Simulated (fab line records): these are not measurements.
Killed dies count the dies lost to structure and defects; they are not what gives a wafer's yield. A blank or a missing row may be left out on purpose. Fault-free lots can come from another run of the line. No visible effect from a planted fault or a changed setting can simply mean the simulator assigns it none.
Code-filled problem report in 8D (eight disciplines) form + flow n5_finfet + the parts of the form that need people (team, actions taken, sign-off) are left out
Where a reading is given only as a bound, like >300, the bound stands for it, and a mean or a difference that rests on one is marked > or <: the true number lies beyond.

## 1. PROBLEM STATEMENT
Mean of raw_defect_count at N5_SD_EPI_N_INSPECT_26: 1174 across 6 wafers in 2 lots; on wafers with no fault it is 221 (standard deviation 47). That puts it +20 standard deviations away from the usual mean.
The step: inspects for defects (darkfield).
Earliest sighting: wafer L110.2 on defect_inspect-02 at day 6 12:49. At this step, 12 wafers from 4 lots have a number in the record. By rule, "out" or "out of limits" means more than 4 standard deviations away from the usual mean. The rest of the wafers with a number are treated as sound.

## 2. WHAT IT IS; WHAT IT IS NOT
| question                    | is                                   | is not                                                             |
|-----------------------------|--------------------------------------|--------------------------------------------------------------------|
| which readings at this step | raw_defect_count                     | -                                                                  |
| which lots                  | L110, L112                           | L100, L115                                                         |
| which wafers of those lots  | all that have a number               | -                                                                  |
| read on which gauges        | defect_inspect-01, defect_inspect-02 | -                                                                  |
| when                        | from day 6 12:49                     | up to then (3 sound wafers); but 3 sound wafers of L115 came after |

## 3. THE SUSPECTS, EACH WITH WHAT RULES IT OUT
Counting: a tool at any process step up to the reading remains a suspect when it ran all the lots that are out and ran no sound lot after the first of those.
- the gauge at N5_SD_EPI_N_INSPECT_26 is ruled out. 2 gauges (defect_inspect-01, defect_inspect-02) read the wafers that are out.
- epi_rpcvd-04 at N5_SD_EPI_N_VAPOR_ETCH_50 (etches Si in HCl, time 54 s): kept. It processed each lot that is out, first L110 at day 6 08:55, and no sound lot thereafter; up to then, the last sound lot it processed was L100 at day 3 20:46.
The count leaves epi_rpcvd-04 at N5_SD_EPI_N_VAPOR_ETCH_50.

## 4. THE CAUSE (what the simulator had put in)
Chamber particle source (epi_rpcvd-04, N5_SD_EPI_N_VAPOR_ETCH_50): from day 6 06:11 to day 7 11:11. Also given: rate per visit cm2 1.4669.
After counting, this tool was the only one left.

## 5. THE CHAIN OF EFFECTS, in route order
Each row: a reading whose mean over the struck wafers that have a number lies more than 3 standard deviations from the usual. Only readings whose record carries a usual standard deviation are examined. hours: median over the lots of the time between each lot's start at the first step of this table that gives one and its start at this step. sigmas: the change, counted in usual standard deviations.
| hours | step                    | reading              | usual  | on struck wafers | change | sigmas      |
|-------|-------------------------|----------------------|--------|------------------|--------|-------------|
| 0     | N5_SD_EPI_N_INSPECT_26  | raw_defect_count     | 221    | 1174             | +953   | +20         |
| 0     | N5_SD_EPI_P_INSPECT_11  | raw_defect_count     | 1.9    | >300             | >+298  | +99 or more |
| 6     | N5_SD_EPI_P_INSPECT_26  | raw_defect_count     | 188    | 1114             | +926   | +19         |
| 227   | N5_PASSIVATION_PROBE_49 | defect_limited_yield | 91.0 % | 80.0             | -11.0  | -7.3        |
| 227   | N5_PASSIVATION_PROBE_49 | killed_at_front_end  | 40     | 179              | +139   | +12         |
| 227   | N5_PASSIVATION_PROBE_49 | killed_dies          | 106    | 236              | +130   | +7.2        |
| 227   | N5_PASSIVATION_PROBE_49 | sort_bin_5_function  | 5.2 %  | 12.7             | +7.5   | +7.6        |
| 227   | N5_PASSIVATION_PROBE_49 | sort_n_pass          | 1074   | 944              | -130   | -7.2        |
| 227   | N5_PASSIVATION_PROBE_49 | sort_yield_pct       | 91.0 % | 80.0             | -11.0  | -7.3        |
The process steps in it:
- N5_PASSIVATION_PROBE_49
Later measuring or inspecting steps at which every struck wafer that the step has a row for has a number for every such reading, and none has moved that far: N5_BEOL_M4_RC_MEAS_101.

## 6. WHAT WOULD HAVE CAUGHT IT SOONER
7 hours passed between the start of the fault at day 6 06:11 and the first reading out of limits at a measuring or inspecting step in this record, taken at day 6 12:49.
Of the tool readings at N5_SD_EPI_N_VAPOR_ETCH_50 for which the record gives a usual standard deviation, none was out on any struck wafer, so an alarm limit of 4 standard deviations on them would not have fired.
Of the lots that are out (2), L112 began N5_SD_EPI_N_VAPOR_ETCH_50 on epi_rpcvd-04 after day 6 12:49. A hold on the tool at that time would have spared it.
